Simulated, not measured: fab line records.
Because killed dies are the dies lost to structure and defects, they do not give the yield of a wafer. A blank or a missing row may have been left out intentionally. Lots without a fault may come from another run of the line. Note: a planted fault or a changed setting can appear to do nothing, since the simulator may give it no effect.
Which of the tools did it? / flow n5-finfet / 26 wafers from 9 lots sampled at 8 of the route's 1938 steps

== WHAT THE GAUGES READ, wafer by wafer ==
N5_BEOL_M4_RC_MEAS_101. Usual: DIBL_N 37.2 mV/V, standard deviation 2.5; DIBL_P 38 mV/V, standard deviation 3; IOFF_N 0.17 nA/um, standard deviation 0.044; IOFF_P 0.24 nA/um, standard deviation 0.059; ION_N 667 uA/um, standard deviation 13; ION_P 461 uA/um, standard deviation 7.9; SS_N 71.8 mV/dec, standard deviation 0.86; SS_P 73.6 mV/dec, standard deviation 0.92; VT_N 250 mV, standard deviation 4.1; VT_P -249 mV, standard deviation 3.9.
lot=L824; measured=day 8 07:10; on=prober-01; DIBL_N (mV/V)=39.1 36.4 34.9; DIBL_P (mV/V)=38 37 35; IOFF_N (nA/um)=0.18 0.15 0.12; IOFF_P (nA/um)=0.21 0.22 0.18; ION_N (uA/um)=668 665 660; ION_P (uA/um)=455 457 452; SS_N (mV/dec)=71.8 71.4 71.3; SS_P (mV/dec)=73.7 73.9 73.1; VT_N (mV)=252 250 252; VT_P (mV)=-252 -252 -254; flag=
lot=L825; measured=day 8 10:58; on=prober-01; DIBL_N (mV/V)=36.9 36.7 39.7; DIBL_P (mV/V)=38 37 41; IOFF_N (nA/um)=0.17 0.15 0.22; IOFF_P (nA/um)=0.23 0.21 0.31; ION_N (uA/um)=685 656 682; ION_P (uA/um)=466 460 468; SS_N (mV/dec)=72.0 71.8 73.0; SS_P (mV/dec)=73.9 72.6 74.0; VT_N (mV)=250 252 245; VT_P (mV)=-247 -253 -243; flag=
lot=L826; measured=day 9 11:11; on=prober-01; DIBL_N (mV/V)=36.7 39.3 37.2; DIBL_P (mV/V)=39 41 39; IOFF_N (nA/um)=0.18 0.23 0.17; IOFF_P (nA/um)=0.24 0.29 0.25; ION_N (uA/um)=673 680 668; ION_P (uA/um)=467 466 456; SS_N (mV/dec)=71.5 72.2 72.2; SS_P (mV/dec)=73.7 74.8 74.6; VT_N (mV)=248 244 247; VT_P (mV)=-250 -248 -250; flag=
lot=L831; measured=day 9 15:33; on=prober-02; DIBL_N (mV/V)=37.6 36.2 38.3; DIBL_P (mV/V)=37 36 38; IOFF_N (nA/um)=0.18 0.15 0.20; IOFF_P (nA/um)=0.23 0.22 0.26; ION_N (uA/um)=676 660 675; ION_P (uA/um)=461 458 473; SS_N (mV/dec)=71.5 71.5 71.7; SS_P (mV/dec)=73.5 73.6 73.7; VT_N (mV)=248 253 246; VT_P (mV)=-251 -250 -249; flag=
lot=L836; measured=day 11 13:14; on=prober-01; DIBL_N (mV/V)=43.1 33.8 40.1; DIBL_P (mV/V)=43 32 40; IOFF_N (nA/um)=0.26 0.10 0.21; IOFF_P (nA/um)=0.44 0.21 0.39; ION_N (uA/um)=691 654 676; ION_P (uA/um)=484 476 478; SS_N (mV/dec)=73.7 71.2 72.3; SS_P (mV/dec)=75.0 71.1 74.7; VT_N (mV)=245 260 246; VT_P (mV)=-238 -247 -237; flag=
lot=L837; measured=day 11 13:54; on=prober-02; DIBL_N (mV/V)=34.6 36.5 36.0; DIBL_P (mV/V)=37 40 38; IOFF_N (nA/um)=0.16 0.19 0.18; IOFF_P (nA/um)=0.22 0.27 0.22; ION_N (uA/um)=666 681 671; ION_P (uA/um)=461 469 461; SS_N (mV/dec)=71.6 71.9 71.8; SS_P (mV/dec)=72.7 73.8 74.0; VT_N (mV)=248 246 247; VT_P (mV)=-247 -246 -251; flag=
lot=L839; measured=day 12 09:56; on=prober-01; DIBL_N (mV/V)=41.7 39.2 40.4; DIBL_P (mV/V)=45 43 43; IOFF_N (nA/um)=0.29 0.22 0.24; IOFF_P (nA/um)=0.38 0.36 0.36; ION_N (uA/um)=674 685 674; ION_P (uA/um)=471 482 470; SS_N (mV/dec)=73.4 72.5 72.9; SS_P (mV/dec)=75.3 75.1 75.4; VT_N (mV)=241 246 248; VT_P (mV)=-239 -238 -241; flag=
lot=L842; measured=day 13 02:37; on=prober-02; DIBL_N (mV/V)=37.6 34.0; DIBL_P (mV/V)=39 35; IOFF_N (nA/um)=0.16 0.11; IOFF_P (nA/um)=0.26 0.18; ION_N (uA/um)=663 640; ION_P (uA/um)=467 450; SS_N (mV/dec)=72.2 70.7; SS_P (mV/dec)=73.7 73.1; VT_N (mV)=252 259; VT_P (mV)=-246 -252; flag=
lot=L844; measured=day 13 02:53; on=prober-01; DIBL_N (mV/V)=37.1 35.6 39.0; DIBL_P (mV/V)=36 36 39; IOFF_N (nA/um)=0.14 0.14 0.18; IOFF_P (nA/um)=0.22 0.22 0.28; ION_N (uA/um)=651 666 665; ION_P (uA/um)=452 464 464; SS_N (mV/dec)=71.5 71.0 72.2; SS_P (mV/dec)=73.0 73.4 74.2; VT_N (mV)=254 250 249; VT_P (mV)=-248 -249 -247; flag=

N5_BEOL_M14_OCD_MEAS_35. Usual: trench-depth-nm at 549 nm, with a standard deviation of 19.
lot=L824; measured=day 11 18:31; on=ocd-02; trench-depth-nm (nm)=559 553 554; flag=
lot=L825; measured=day 12 01:28; on=ocd-01; trench-depth-nm (nm)=551 525 544; flag=
lot=L826; measured=day 12 20:57; on=ocd-02; trench-depth-nm (nm)=551 557 593; flag=
lot=L831; measured=day 13 05:21; on=ocd-01; trench-depth-nm (nm)=561 589 538; flag=
lot=L836; measured=day 14 12:00; on=ocd-02; trench-depth-nm (nm)=533 586 545; flag=
lot=L837; measured=day 14 13:09; on=ocd-01; trench-depth-nm (nm)=533 525 531; flag=
lot=L839; measured=day 15 15:29; on=ocd-02; trench-depth-nm (nm)=532 603 601; flag=
lot=L842; measured=day 16 08:54; on=ocd-02; trench-depth-nm (nm)=529 524; flag=
lot=L844; measured=day 16 09:37; on=ocd-02; trench-depth-nm (nm)=525 545 525; flag=

N5_BEOL_M14_THK_MEAS_50: measures by xrf. Usual: M14_THK 559 nm, standard deviation 19.
lot=L824; measured=day 11 20:05; on=film-metro-01; M14_THK (nm)=573 564 563; flag=
lot=L825; measured=day 12 06:27; on=film-metro-01; M14_THK (nm)=561 539 558; flag=
lot=L826; measured=day 13 00:07; on=film-metro-01; M14_THK (nm)=- - -; flag=OFF
lot=L831; measured=day 13 13:14; on=film-metro-02; M14_THK (nm)=- - -; flag=OFF
lot=L836; measured=day 14 17:13; on=film-metro-01; M14_THK (nm)=537 592 550; flag=
lot=L837; measured=day 14 16:56; on=film-metro-01; M14_THK (nm)=540 529 536; flag=
lot=L839; measured=day 15 19:26; on=film-metro-01; M14_THK (nm)=538 614 612; flag=
lot=L842; measured=day 16 11:02; on=film-metro-01; M14_THK (nm)=542 535; flag=
lot=L844; measured=day 16 13:28; on=film-metro-02; M14_THK (nm)=534 554 536; flag=

N5_BEOL_M14_RS_MEAS_54: measurement is done with a four-point probe. Usual: M14_RS 0.0337 ohm/sq, standard deviation 0.0012.
lot=L824; measured=day 11 20:13; on=film-metro-02; M14_RS (ohm/sq)=0.0330 0.0335 0.0333; flag=
lot=L825; measured=day 12 06:35; on=film-metro-01; M14_RS (ohm/sq)=0.0335 0.0351 0.0338; flag=
lot=L826; measured=day 13 00:15; on=film-metro-01; M14_RS (ohm/sq)=32.741 32.835 33.480; flag=OFF
lot=L831; measured=day 13 13:22; on=film-metro-01; M14_RS (ohm/sq)=33.654 33.513 34.240; flag=OFF
lot=L836; measured=day 14 17:20; on=film-metro-01; M14_RS (ohm/sq)=0.0348 0.0316 0.0341; flag=
lot=L837; measured=day 14 17:04; on=film-metro-01; M14_RS (ohm/sq)=0.0346 0.0352 0.0348; flag=
lot=L839; measured=day 15 19:34; on=film-metro-02; M14_RS (ohm/sq)=0.0350 0.0305 0.0307; flag=
lot=L842; measured=day 16 11:10; on=film-metro-02; M14_RS (ohm/sq)=0.0351 0.0354; flag=
lot=L844; measured=day 16 13:35; on=film-metro-02; M14_RS (ohm/sq)=0.0353 0.0340 0.0352; flag=

== WHICH TOOL RAN EACH LOT (tool, then ch and the chambers of the sampled wafers, then the start) ==
lot=L824; N5_BEOL_M14_STRIP_64=rie-diel-02 ch 1,3, day 11 18:31 or earlier; N5_BEOL_M14_STRIP_37=rie-diel-02 ch 0,1,2, day 11 18:35; N5_BEOL_M14_ECD_47=ecd-cu-01 ch 0,1, day 11 19:18; N5_BEOL_M14_CMP_49=cmp-01 ch 0,1,3, day 11 19:50
lot=L825; N5_BEOL_M14_STRIP_64=rie-diel-06 ch 0,2,3, day 12 01:28 or earlier; N5_BEOL_M14_STRIP_37=rie-diel-02 ch 1,2, day 12 03:52; N5_BEOL_M14_ECD_47=ecd-cu-01 ch 0,1, day 12 05:05; N5_BEOL_M14_CMP_49=cmp-03 ch 1,3, day 12 06:09
lot=L826; N5_BEOL_M14_STRIP_64=rie-diel-06 ch 0,1,3, day 12 20:57 or earlier; N5_BEOL_M14_STRIP_37=rie-diel-06 ch 0,1, day 12 22:19; N5_BEOL_M14_ECD_47=ecd-cu-01 ch 0, day 12 23:13; N5_BEOL_M14_CMP_49=cmp-02 ch 1,3, day 12 23:52
lot=L831; N5_BEOL_M14_STRIP_64=rie-diel-06 ch 0,1, day 13 05:21 or earlier; N5_BEOL_M14_STRIP_37=rie-diel-04 ch 0,2,3, day 13 10:03; N5_BEOL_M14_ECD_47=ecd-cu-01 ch 0,1, day 13 12:28; N5_BEOL_M14_CMP_49=cmp-02 ch 0,1,2, day 13 12:57
lot=L836; N5_BEOL_M14_STRIP_64=rie-diel-06 ch 0,1,2, day 14 12:00 or earlier; N5_BEOL_M14_STRIP_37=rie-diel-04 ch 1,3, day 14 14:45; N5_BEOL_M14_ECD_47=ecd-cu-02 ch 0,1, day 14 15:26; N5_BEOL_M14_CMP_49=cmp-02 ch 1,3, day 14 16:58
lot=L837; N5_BEOL_M14_STRIP_64=rie-diel-02 ch 0,1,2, day 14 13:09 or earlier; N5_BEOL_M14_STRIP_37=rie-diel-04 ch 1,2, day 14 14:08; N5_BEOL_M14_ECD_47=ecd-cu-01 ch 0,1, day 14 15:08; N5_BEOL_M14_CMP_49=cmp-01 ch 1,2, day 14 16:41
lot=L839; N5_BEOL_M14_STRIP_64=rie-diel-04 ch 0,1,3, day 15 15:29 or earlier; N5_BEOL_M14_STRIP_37=rie-diel-02 ch 2,3, day 15 17:55; N5_BEOL_M14_ECD_47=ecd-cu-01 ch 0, day 15 18:36; N5_BEOL_M14_CMP_49=cmp-02 ch 0,1, day 15 19:08
lot=L842; N5_BEOL_M14_STRIP_64=rie-diel-04 ch 0, day 16 08:54 or earlier; N5_BEOL_M14_STRIP_37=rie-diel-02 ch 1,3, day 16 09:27; N5_BEOL_M14_ECD_47=ecd-cu-01 ch 0,1, day 16 10:14; N5_BEOL_M14_CMP_49=cmp-02 ch 2, day 16 10:46
lot=L844; N5_BEOL_M14_STRIP_64=rie-diel-02 ch 2,3, day 16 09:37 or earlier; N5_BEOL_M14_STRIP_37=rie-diel-02 ch 1,2,3, day 16 11:44; N5_BEOL_M14_ECD_47=ecd-cu-01 ch 0,1, day 16 12:41; N5_BEOL_M14_CMP_49=cmp-02 ch 1,3, day 16 13:10
- N5_BEOL_M14_STRIP_64: strips in O2.
- N5_BEOL_M14_STRIP_37: strips in O2.
- N5_BEOL_M14_ECD_47: material Cu, target thk 1248 nm.
- N5_BEOL_M14_CMP_49: polishes, stops on SiO2, t overpolish 5.2 s, target thk 560 nm.

== WHAT THE TOOLS THEMSELVES READ (means of the sampled wafers that have a number; where no wafer has one, the mark that the record gives instead) ==
N5_BEOL_M14_STRIP_64. Usual: drypump-motor-current-A 6.0 A, standard deviation 0.42; oes-product-au 0.81 a.u., standard deviation 0.082; rf-vpp-V 3.7 V, standard deviation 0.55; showerhead-plenum-p-Torr 2.12 Torr, standard deviation 0.071; throttle-valve-pct 16.58 %, standard deviation 0.2.
lot=L824; tool=rie-diel-02; drypump-motor-current-A (A)=6.7; oes-product-au (a.u.)=0.93; rf-vpp-V (V)=3.7; showerhead-plenum-p-Torr (Torr)=2.07; throttle-valve-pct (%)=16.63; flag=
lot=L825; tool=rie-diel-06; drypump-motor-current-A (A)=5.9; oes-product-au (a.u.)=0.72; rf-vpp-V (V)=3.6; showerhead-plenum-p-Torr (Torr)=2.12; throttle-valve-pct (%)=16.68; flag=
lot=L826; tool=rie-diel-06; drypump-motor-current-A (A)=6.2; oes-product-au (a.u.)=0.75; rf-vpp-V (V)=3.7; showerhead-plenum-p-Torr (Torr)=2.10; throttle-valve-pct (%)=16.61; flag=
lot=L831; tool=rie-diel-06; drypump-motor-current-A (A)=6.2; oes-product-au (a.u.)=0.73; rf-vpp-V (V)=4.0; showerhead-plenum-p-Torr (Torr)=2.06; throttle-valve-pct (%)=16.55; flag=
lot=L836; tool=rie-diel-06; drypump-motor-current-A (A)=5.7; oes-product-au (a.u.)=0.81; rf-vpp-V (V)=3.5; showerhead-plenum-p-Torr (Torr)=2.06; throttle-valve-pct (%)=16.54; flag=
lot=L837; tool=rie-diel-02; drypump-motor-current-A (A)=6.0; oes-product-au (a.u.)=0.79; rf-vpp-V (V)=3.2; showerhead-plenum-p-Torr (Torr)=2.05; throttle-valve-pct (%)=16.62; flag=
lot=L839; tool=rie-diel-04; drypump-motor-current-A (A)=5.8; oes-product-au (a.u.)=0.85; rf-vpp-V (V)=4.0; showerhead-plenum-p-Torr (Torr)=2.18; throttle-valve-pct (%)=16.49; flag=
lot=L842; tool=rie-diel-04; drypump-motor-current-A (A)=5.9; oes-product-au (a.u.)=0.79; rf-vpp-V (V)=3.3; showerhead-plenum-p-Torr (Torr)=2.19; throttle-valve-pct (%)=16.82; flag=
lot=L844; tool=rie-diel-02; drypump-motor-current-A (A)=6.5; oes-product-au (a.u.)=0.88; rf-vpp-V (V)=4.1; showerhead-plenum-p-Torr (Torr)=2.03; throttle-valve-pct (%)=16.58; flag=

N5_BEOL_M14_STRIP_37. Usual: drypump-motor-current-A 6.1 A, standard deviation 0.41; oes-product-au 0.81 a.u., standard deviation 0.079; rf-vpp-V 3.4 V, standard deviation 0.95; showerhead-plenum-p-Torr 2.11 Torr, standard deviation 0.071; throttle-valve-pct 16.57 %, standard deviation 0.18.
lot=L824; tool=rie-diel-02; drypump-motor-current-A (A)=6.0; oes-product-au (a.u.)=0.83; rf-vpp-V (V)=3.7; showerhead-plenum-p-Torr (Torr)=2.06; throttle-valve-pct (%)=16.58; flag=
lot=L825; tool=rie-diel-02; drypump-motor-current-A (A)=6.2; oes-product-au (a.u.)=0.86; rf-vpp-V (V)=3.4; showerhead-plenum-p-Torr (Torr)=2.10; throttle-valve-pct (%)=16.55; flag=
lot=L826; tool=rie-diel-06; drypump-motor-current-A (A)=6.0; oes-product-au (a.u.)=0.75; rf-vpp-V (V)=3.1; showerhead-plenum-p-Torr (Torr)=2.05; throttle-valve-pct (%)=16.58; flag=
lot=L831; tool=rie-diel-04; drypump-motor-current-A (A)=5.9; oes-product-au (a.u.)=0.84; rf-vpp-V (V)=3.8; showerhead-plenum-p-Torr (Torr)=2.21; throttle-valve-pct (%)=16.52; flag=
lot=L836; tool=rie-diel-04; drypump-motor-current-A (A)=5.8; oes-product-au (a.u.)=0.89; rf-vpp-V (V)=3.0; showerhead-plenum-p-Torr (Torr)=2.19; throttle-valve-pct (%)=16.23; flag=
lot=L837; tool=rie-diel-04; drypump-motor-current-A (A)=5.9; oes-product-au (a.u.)=0.83; rf-vpp-V (V)=2.9; showerhead-plenum-p-Torr (Torr)=2.14; throttle-valve-pct (%)=16.53; flag=
lot=L839; tool=rie-diel-02; drypump-motor-current-A (A)=6.5; oes-product-au (a.u.)=0.88; rf-vpp-V (V)=3.4; showerhead-plenum-p-Torr (Torr)=2.03; throttle-valve-pct (%)=16.56; flag=
lot=L842; tool=rie-diel-02; drypump-motor-current-A (A)=6.6; oes-product-au (a.u.)=0.81; rf-vpp-V (V)=3.8; showerhead-plenum-p-Torr (Torr)=2.07; throttle-valve-pct (%)=16.71; flag=
lot=L844; tool=rie-diel-02; drypump-motor-current-A (A)=6.3; oes-product-au (a.u.)=0.83; rf-vpp-V (V)=3.8; showerhead-plenum-p-Torr (Torr)=2.06; throttle-valve-pct (%)=16.60; flag=

N5_BEOL_M14_CMP_49. Usual: clearing-platen-down-force-psi 2.000 psi, standard deviation 0.0038; motor-current-A 8.2 A, standard deviation 0.92; time-to-endpoint-s 120 s, standard deviation 4.7.
lot=L824; tool=cmp-01; clearing-platen-down-force-psi (psi)=2.004; motor-current-A (A)=7.9; time-to-endpoint-s (s)=119; flag=
lot=L825; tool=cmp-03; clearing-platen-down-force-psi (psi)=1.998; motor-current-A (A)=7.9; time-to-endpoint-s (s)=129; flag=
lot=L826; tool=cmp-02; clearing-platen-down-force-psi (psi)=2.003; motor-current-A (A)=9.2; time-to-endpoint-s (s)=10; flag=OFF
lot=L831; tool=cmp-02; clearing-platen-down-force-psi (psi)=2.000; motor-current-A (A)=8.6; time-to-endpoint-s (s)=10; flag=OFF
lot=L836; tool=cmp-02; clearing-platen-down-force-psi (psi)=2.002; motor-current-A (A)=8.7; time-to-endpoint-s (s)=114; flag=
lot=L837; tool=cmp-01; clearing-platen-down-force-psi (psi)=2.001; motor-current-A (A)=6.9; time-to-endpoint-s (s)=123; flag=
lot=L839; tool=cmp-02; clearing-platen-down-force-psi (psi)=1.997; motor-current-A (A)=9.1; time-to-endpoint-s (s)=120; flag=
lot=L842; tool=cmp-02; clearing-platen-down-force-psi (psi)=2.002; motor-current-A (A)=8.0; time-to-endpoint-s (s)=118; flag=
lot=L844; tool=cmp-02; clearing-platen-down-force-psi (psi)=2.001; motor-current-A (A)=9.3; time-to-endpoint-s (s)=117; flag=

== THE ANSWER, worked out from the rows above alone ==
Rule: a lot counts as off when the mean over its wafers that have a number is more than 3 standard deviations away from the usual mean. A lot without any number at a reading at which 4 lots or more have one is off too. Where the step has rows for the other lots, those lots are counted as sound. First the gauges in route order, then the tools' own readings, where a lot's mean is used as printed above. At the first step where some lot is off, the reading lying furthest off is the one used; lots without a number count as furthest.
Off: at N5_BEOL_M14_THK_MEAS_50 (M14_THK), L826, L831. Without a number there: L826, L831.
If a tool, at a process step before that reading, ran all the lots that are off and no sound lot after the first of them, it fits. The gauges at N5_BEOL_M14_THK_MEAS_50 aren't tried: what is off there is off at N5_BEOL_M14_CMP_49 too, on other tools, and a gauge's error can't cause that. Because N5_BEOL_M14_STRIP_64 lacks a start for some lots, the hours and order of its lots are taken from N5_BEOL_M14_OCD_MEAS_35. Not one of the candidates tried fits.

== WHAT THE SIMULATOR HAD INSERTED ==
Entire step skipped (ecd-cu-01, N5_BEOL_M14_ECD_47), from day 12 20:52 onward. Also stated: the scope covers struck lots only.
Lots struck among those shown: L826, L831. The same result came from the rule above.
